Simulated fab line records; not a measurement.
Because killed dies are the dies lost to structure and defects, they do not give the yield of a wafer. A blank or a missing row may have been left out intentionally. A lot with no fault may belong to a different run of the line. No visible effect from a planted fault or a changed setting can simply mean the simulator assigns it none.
Lot-split experiment ; flow n5_finfet ; 39 wafers read from 7 lots, route of 1938 steps

== SPLIT DETAILS ==
At N5_MOL_CONTACT_COAG_ETCH_67 (etches SOC in N2/H2, target depth 60 nm, overetch 21 nm, time 101.2 s), the setting target_depth_a was moved away from the recipe's 600 angstrom on 15 of the 39 wafers read, by -49.4% to +38.5%. This setting was run at the recipe's value on the other wafers.

The split's own step is where the reading is taken.

== THE READING ==
SiARC_of_MOL_CONTACT_COAG_COAT_63.thk_nm (the simulator's own value, which no gauge read), in nm, at N5_MOL_CONTACT_COAG_ETCH_67 (etches SOC in N2/H2, target depth 60 nm, overetch 21 nm, time 101.2 s). There is no usual value for it anywhere in the file. Here, 24 wafers ran the recipe; their average is 5.8 nm with a standard deviation of 0.18 nm.

wafer;tool, chamber at the split;target_depth_a as run, angstrom;against the recipe;SiARC_of_MOL_CONTACT_COAG_COAT_63.thk_nm, nm;against lot-mates on the recipe
L082.1;rie_diel-05, 0;600;recipe;5.6;-
L082.2;rie_diel-05, 2,3,2;303.8;-49.4%;7.4;+1.5
L082.4;rie_diel-05, 2,3,2;303.8;-49.4%;7.4;+1.5
L082.5;rie_diel-05, 2,3,2;303.8;-49.4%;7.4;+1.5
L082.3;rie_diel-05, 1;600;recipe;6;-
L082.6;rie_diel-05, 1;600;recipe;6;-
L083.1;rie_diel-01, 2;600;recipe;6.2;-
L083.2;rie_diel-01, 3;381.7;-36.4%;7;+0.9
L083.3;rie_diel-01, 0;381.7;-36.4%;6.8;+0.7
L083.4;rie_diel-01, 1;600;recipe;6;-
L083.6;rie_diel-01, 1;600;recipe;6;-
L083.5;rie_diel-01, 2;381.7;-36.4%;7.2;+1.1
L087.1;rie_diel-04, 3,1,3;600;recipe;5.8;-
L087.5;rie_diel-04, 3,1,3;600;recipe;5.8;-
L087.6;rie_diel-04, 3,1,3;600;recipe;5.8;-
L087.2;rie_diel-04, 1,2,2;489.2;-18.5%;6.4;+0.6
L087.3;rie_diel-04, 1,2,2;489.2;-18.5%;6.4;+0.6
L087.4;rie_diel-04, 1,2,2;489.2;-18.5%;6.4;+0.6
L090.1;rie_diel-05, 1;600;recipe;6;-
L090.4;rie_diel-05, 2;600;recipe;5.6;-
L090.5;rie_diel-05, 2;600;recipe;5.6;-
L091.1;rie_diel-05, 1;830.8;+38.5%;4.8;-1.1
L091.2;rie_diel-05, 0,2;830.8;+38.5%;4.6;-1.3
L091.4;rie_diel-05, 0,2;830.8;+38.5%;4.6;-1.3
L091.3;rie_diel-05, 3,2;600;recipe;5.8;-
L091.5;rie_diel-05, 3,2;600;recipe;5.8;-
L091.6;rie_diel-05, 3;600;recipe;6;-
L093.1;rie_diel-01, 1;600;recipe;6;-
L093.5;rie_diel-01, 1;600;recipe;6;-
L093.2;rie_diel-01, 3;600;recipe;5.8;-
L093.3;rie_diel-01, 0,0,3;600;recipe;5.6;-
L093.4;rie_diel-01, 0,0,3;600;recipe;5.6;-
L093.6;rie_diel-01, 0,0,3;600;recipe;5.6;-
L095.1;rie_diel-01, 0,3;437;-27.2%;6.6;+0.7
L095.4;rie_diel-01, 0,3;437;-27.2%;6.6;+0.7
L095.2;rie_diel-01, 1,2;600;recipe;6;-
L095.3;rie_diel-01, 1,2;600;recipe;6;-
L095.5;rie_diel-01, 3;600;recipe;5.6;-
L095.6;rie_diel-01, 2;437;-27.2%;6.8;+0.9
Rows listing several chambers each stand for several wafers; the file does not say which wafer went through which chamber.

FIT RESULTS
A straight line over all 39 wafers: SiARC_of_MOL_CONTACT_COAG_COAT_63.thk_nm changes by -0.0311 nm for each +1% of target_depth_a; r = -0.97; the points scatter about the line by 0.16 nm.
The same after taking each lot's own level away (the mean of its wafers on the recipe; 39 wafers): -0.03 nm for each +1%; r = -0.97; scatter 0.15 nm.
According to that fit, moving target_depth_a by its largest amount changes the reading by 1.5 nm.
Measured against the standard deviation above, the lots' own levels, which go from 5.73 to 6.07 nm, span 1.8 times it.
The two slopes agree, so the slope changes little with the lot-to-lot level.
Check: +1.46 nm against its lot-mates is what the line predicts for one of the wafers moved furthest among these (-49.4%) when that wafer is left out of the fit. It came out at +1.53 nm against them.

== THESE WAFERS: OTHER SPLITS ==
Other splits were also applied to these wafers ahead of the reading. Each is held against what the fit with the lots' levels taken away leaves over:
other split on the same wafers;wafers away from the commonest value;r with SiARC_of_MOL_CONTACT_COAG_COAT_63.thk_nm (lot level and that fit taken away)
N5_DUMMY_GATE_ETCH_31 target_depth_a;18;+0.10
N5_GATE_CUT_DESCUM_18 time_s;12;-0.09

== THE FILE'S OWN FIT ==
SiARC_of_MOL_CONTACT_COAG_COAT_63.thk_nm changes by -0.0298 nm for each +1% of target_depth_a, r = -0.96.
